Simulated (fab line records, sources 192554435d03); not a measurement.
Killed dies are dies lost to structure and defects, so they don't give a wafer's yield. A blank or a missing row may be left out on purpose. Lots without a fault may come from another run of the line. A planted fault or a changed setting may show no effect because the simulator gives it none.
A struck lot beside a sound one | flow n5_finfet | 34 steps out of a route of 1938
Sound: wafers L578.3, L578.5, L578.6. Struck: wafer L586.3. (L586.4, L586.6 of the same lot were not struck and are left out.) The cause comes at the end.
At each step with rows: each side's tool, then ch and its chambers, then its first start. Under that, the readings that differ: sound wafers | struck wafers | difference of the means | sigmas: that difference in standard deviations of wafers without a fault.
alike: readings whose means differ by less than 2 such deviations, and words and numbers that are the same on both sides. not compared: withheld readings, readings that some wafer has no value for, bounds like >300 that may hide the same value, and numbers for which the record gives no deviation and whose values overlap.
The two part at a step that has a row with sigmas, a row that says differs or no value, or rows on one side only. Numbers that don't overlap but have no deviation are shown without sigmas and don't part them. A reading that every wafer of one side lacks parts them only if that side has two wafers or more.

first, 9 steps without rows for these wafers: N5_BEOL_M9_DESCUM_33 (chemistry O2, time 7 s); N5_BEOL_M9_ETCH_76 (etches underlayer in N2/H2, target depth 6.5 nm, time 5.2 s); N5_BEOL_M9_ETCH_65 (etches SiARC in CF4, target depth 15.6 nm, time 26 s); N5_BEOL_M9_ETCH_66 (etches SOC in N2/H2, target depth 80 nm, overetch 16 nm, time 120 s); N5_BEOL_M9_STRIP_69 (strips in N2/H2); N5_BEOL_M9_STRIP_77 (strips in N2/H2); N5_BEOL_M9_VIA_ETCH_34 (etches SiCOH lowk in C4F6/O2, target depth 182.4 nm, time 68.4 s); N5_BEOL_M9_STRIP_73 (strips in C4F6/O2); N5_BEOL_M9_STRIP_36 (strips in N2/H2).
N5_BEOL_M9_TRENCH_ETCH_37: etches SiCOH lowk in C4F6/O2, target depth 151.43 nm, time 49 s.
  sound on rie_diel-01 ch 2,3, day 12 02:22; struck on rie_diel-01 ch 3, day 13 21:31
  alike: drypump_motor_current_A, oes_ar_750_au, oes_product_au, rf_vpp_V, showerhead_plenum_p_Torr, throttle_valve_pct
  not compared: rf_hours_counter_h
then, 23 steps without rows for these wafers: N5_BEOL_M9_ETCH_41 (etches SiCN in CH3F/O2, target depth 36.6 nm, time 70.1 s); N5_BEOL_M9_STRIP_80 (strips in N2/H2, time 10 s); N5_BEOL_M9_HM_STRIP_39 (strips TiN in peroxide tin strip, target depth 25 nm, time 158 s); N5_BEOL_M9_SRD_40 (time 30 s); N5_BEOL_M9_PRECLEAN_42 (cleans in residue remover, time 60 s); N5_BEOL_M9_SRD_43 (time 30 s); N5_BEOL_M9_CURE_72 (cures SiCOH lowk, time 120 s); N5_BEOL_M9_DEGAS_44 (time 60 s); N5_BEOL_M9_PRE_CLEAN_45 (time 30 s); N5_BEOL_M9_ALD_74 (deposits TaN, target thk 2 nm, pulse time 2 s, purge time 3 s); N5_BEOL_M9_SURFACE_TREAT_79; N5_BEOL_M9_CVD_78 (deposits Co from CCTBA/H2, target thk 2 nm, time 138.9 s); N5_BEOL_M9_SPUTTER_48 (material Cu, target thk 12 nm, time 2 s); N5_BEOL_M9_ECD_50 (material Cu, target thk 318 nm); N5_BEOL_M9_ANNEAL_51 (time 90 s); N5_BEOL_M9_CMP_52 (polishes, stops on SiCOH lowk, t overpolish 7 s, target thk 140 nm); N5_BEOL_M9_PRE_CLEAN_55 (time 15 s); N5_BEOL_M9_DEP_56 (deposits SiCN from 3MS/NH3, target thk 15 nm, time 26.5 s); N5_BEOL_M10_ILD_DEP_00 (deposits SiCOH lowk from DEMS/porogen, target thk 308.51 nm, time 58 s); N5_BEOL_M10_CURE_71 (cures SiCOH lowk, time 240 s); N5_BEOL_M10_PECVD_70 (deposits SiO2 from TEOS/O2, target thk 20 nm, time 22.7 s); N5_BEOL_M10_HM_DEP_02 (deposits TiN, target thk 20 nm); N5_BEOL_M10_COAT_59 (time 60 s, resist thk 100 nm).
-- the record jumps here: 3 days lie between the struck wafers' starts before and after (it left off in module BEOL_M10 and takes up again in module PASSIVATION, whose first step shown is number 1936 of the route) --
N5_PASSIVATION_PROBE_49:
  the record has rows for the struck wafers here (prober-01, day 17 00:03) and none for the sound ones

WHERE THEY PART
Only at N5_PASSIVATION_PROBE_49, within this record.

WHY: what the simulator had put in
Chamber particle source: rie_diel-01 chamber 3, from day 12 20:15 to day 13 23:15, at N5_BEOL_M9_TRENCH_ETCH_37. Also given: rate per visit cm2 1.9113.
